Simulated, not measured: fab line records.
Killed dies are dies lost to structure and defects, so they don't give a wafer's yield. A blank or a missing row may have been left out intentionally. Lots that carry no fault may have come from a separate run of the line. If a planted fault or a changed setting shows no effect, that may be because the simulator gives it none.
The tool behind it: which one? || flow n5_finfet || 9 lots with 27 wafers sampled at 4 steps, on a route of 1938 steps

## WHAT THE GAUGES READ, wafer by wafer
N5_BEOL_M15_THK_MEAS_50: measures by xrf.
{"lot": "L289", "measured": "day 13 11:49", "on": "film_metro-01", "M15_THK (nm)": "849 861 872"}
{"lot": "L295", "measured": "day 14 09:26", "on": "film_metro-02", "M15_THK (nm)": "877 858 829"}
{"lot": "L297", "measured": "day 15 05:10", "on": "film_metro-02", "M15_THK (nm)": "856 837 861"}
{"lot": "L298", "measured": "day 15 10:50", "on": "film_metro-02", "M15_THK (nm)": "832 858 865"}
{"lot": "L303", "measured": "day 16 12:17", "on": "film_metro-01", "M15_THK (nm)": "887 888 1191"}
{"lot": "L301", "measured": "day 16 12:46", "on": "film_metro-01", "M15_THK (nm)": "887 861 895"}
{"lot": "L300", "measured": "day 16 14:22", "on": "film_metro-01", "M15_THK (nm)": "895 852 895"}
{"lot": "L302", "measured": "day 16 18:23", "on": "film_metro-02", "M15_THK (nm)": "1173 872 877"}
{"lot": "L306", "measured": "day 18 12:22", "on": "film_metro-01", "M15_THK (nm)": "888 882 884"}

## EACH LOT AND THE TOOL THAT RAN IT (in order: tool; ch and the chambers of the sampled wafers; start)
{"lot": "L289", "N5_BEOL_M15_ETCH_61": "rie_diel-03 ch 1,3, day 12 18:56", "N5_BEOL_M15_TRENCH_ETCH_34": "rie_diel-03 ch 1,3, day 12 18:59", "N5_BEOL_M15_CMP_49": "cmp-03 ch 1,2,3, day 13 11:35"}
{"lot": "L295", "N5_BEOL_M15_ETCH_61": "rie_diel-03 ch 0,1,2, day 14 05:27", "N5_BEOL_M15_TRENCH_ETCH_34": "rie_diel-03 ch 0,1,2, day 14 05:30", "N5_BEOL_M15_CMP_49": "cmp-01 ch 0,3, day 14 09:10"}
{"lot": "L297", "N5_BEOL_M15_ETCH_61": "rie_diel-01 ch 0,1,2, day 14 22:56", "N5_BEOL_M15_TRENCH_ETCH_34": "rie_diel-01 ch 0,1,2, day 14 22:59", "N5_BEOL_M15_CMP_49": "cmp-01 ch 1,2,3, day 15 04:52"}
{"lot": "L298", "N5_BEOL_M15_ETCH_61": "rie_diel-01 ch 0,1,2, day 15 07:47", "N5_BEOL_M15_TRENCH_ETCH_34": "rie_diel-01 ch 0,1,2, day 15 07:50", "N5_BEOL_M15_CMP_49": "cmp-01 ch 1,2,3, day 15 10:33"}
{"lot": "L303", "N5_BEOL_M15_ETCH_61": "rie_diel-01 ch 0,3, day 16 06:55", "N5_BEOL_M15_TRENCH_ETCH_34": "rie_diel-01 ch 0,3, day 16 06:58", "N5_BEOL_M15_CMP_49": "cmp-04 ch 2,3, day 16 12:01"}
{"lot": "L301", "N5_BEOL_M15_ETCH_61": "rie_diel-06 ch 0,3, day 16 08:36", "N5_BEOL_M15_TRENCH_ETCH_34": "rie_diel-06 ch 0,3, day 16 08:39", "N5_BEOL_M15_CMP_49": "cmp-04 ch 0,2,3, day 16 12:32"}
{"lot": "L300", "N5_BEOL_M15_ETCH_61": "rie_diel-06 ch 0,1, day 16 09:22", "N5_BEOL_M15_TRENCH_ETCH_34": "rie_diel-06 ch 0,1, day 16 09:25", "N5_BEOL_M15_CMP_49": "cmp-03 ch 0,3, day 16 14:03"}
{"lot": "L302", "N5_BEOL_M15_ETCH_61": "rie_diel-01 ch 0,2,3, day 16 09:57", "N5_BEOL_M15_TRENCH_ETCH_34": "rie_diel-01 ch 0,2,3, day 16 10:00", "N5_BEOL_M15_CMP_49": "cmp-04 ch 0,2,3, day 16 18:05"}
{"lot": "L306", "N5_BEOL_M15_ETCH_61": "rie_diel-03 ch 0,2,3, day 18 07:41", "N5_BEOL_M15_TRENCH_ETCH_34": "rie_diel-03 ch 0,2,3, day 18 07:44", "N5_BEOL_M15_CMP_49": "cmp-01 ch 0,3, day 18 12:04"}
- N5_BEOL_M15_ETCH_61: etches BARC in N2/H2, target depth 89 nm, overetch 26.7 nm, time 67.9 s.
- N5_BEOL_M15_TRENCH_ETCH_34: etches SiO2 in C4F8/O2/Ar, target depth 872.93 nm, time 199 s.
- N5_BEOL_M15_CMP_49: polishes, stops on SiO2, t overpolish 4.9 s, target thk 850 nm.

## THE ANSWER, worked out from the rows above alone
Rule: what is usual is taken from the lots themselves. The widest of any qualifying gaps counts: lots, ordered by their means at a reading, are off when they make up no more than a third of the lots, leave a main group of 4 or more, and stand apart from it by 3 or more times the standard deviation of that group's means. A main group is skipped when, at the precision printed for the reading in the tables above, its means are all equal. A lot without any number at a reading at which 4 lots or more have one is off too. All remaining lots with rows at the step are treated as sound.
Off: L303, L302, at N5_BEOL_M15_THK_MEAS_50 (M15_THK). For the main group the mean is 866 nm and the standard deviation 14.
A tool fits if, at a process step before that reading, it ran every lot that is off, and no sound lot after the first of them. Those tools and the gauges at N5_BEOL_M15_THK_MEAS_50 are tried in the same way. One fits: rie_diel-01 at N5_BEOL_M15_ETCH_61 and N5_BEOL_M15_TRENCH_ETCH_34. At N5_BEOL_M15_ETCH_61 its last sound lot is L298 (day 15 07:47), its first lot that is off L303 (day 16 06:55): a fault that began between those two fits.

## WHAT HAD BEEN PUT IN BY THE SIMULATOR
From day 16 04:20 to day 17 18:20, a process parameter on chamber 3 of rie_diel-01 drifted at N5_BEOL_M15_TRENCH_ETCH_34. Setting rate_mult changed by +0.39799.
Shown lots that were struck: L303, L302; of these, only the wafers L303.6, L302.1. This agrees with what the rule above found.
